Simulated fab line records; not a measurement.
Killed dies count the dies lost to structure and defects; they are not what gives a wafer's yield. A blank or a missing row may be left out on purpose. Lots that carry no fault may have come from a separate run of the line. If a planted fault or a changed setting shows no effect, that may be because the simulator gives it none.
Chamber matching    flow n5-finfet    3 sister chambers for N5_BEOL_M9_CURE_72 on uv-cure-02
The step cures SiCOH lowk, time 120 s. 6 wafers are shown with their chamber, then 9 later ones without.

EACH WAFER AND ITS CHAMBER
wafer   chamber  wafer_temp_C_max  lamp-power-pct (%)
L083.5  1        371.9             52.40
L083.6  1        371.7             52.25
L081.3  2        371.0             52.31
L081.5  2        371.4             52.37
L087.3  0        371.9             52.41
L087.5  0        371.9             52.27

WAFERS WITHOUT THEIR CHAMBER
wafer   wafer_temp_C_max  lamp-power-pct (%)
L085.1  371.5             52.26
L085.5  370.6             52.27
L085.6  371.1             52.28
L089.1  370.8             52.29
L089.2  371.5             52.32
L089.5  370.7             52.39
L093.1  370.9             52.31
L093.3  371.2             52.31
L093.6  371.0             52.35

THE CHAMBER EACH PASSED THROUGH
wafer   from the rows above           in truth
L085.1  can't be placed: 1 or 2 or 0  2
L085.5  2                             2
L085.6  2                             2
L089.1  2                             2
L089.2  can't be placed: 1 or 2 or 0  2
L089.5  2                             2
L093.1  2                             2
L093.3  2                             2
L093.6  2                             2
Correct placement for 7 of the 9. Cannot be placed on the basis of these rows: 2; the candidates contain the true chamber in 2. Number placed wrongly: 0.
How it was worked out, from the rows above alone: a wafer's distance from a chamber is the root of the sum, over the readings, of the square of ((its reading less the chamber's mean) divided by the reading's scatter). The wafer belongs to the nearest chamber; if the next one is less than 2 further off, it can't be placed. For every chamber, the mean is computed from those of its wafers that are shown. How the scatter is found: for the shown wafers, subtract from each reading the mean of its chamber, square and add these, divide the total by (wafers less chambers), then take the root.
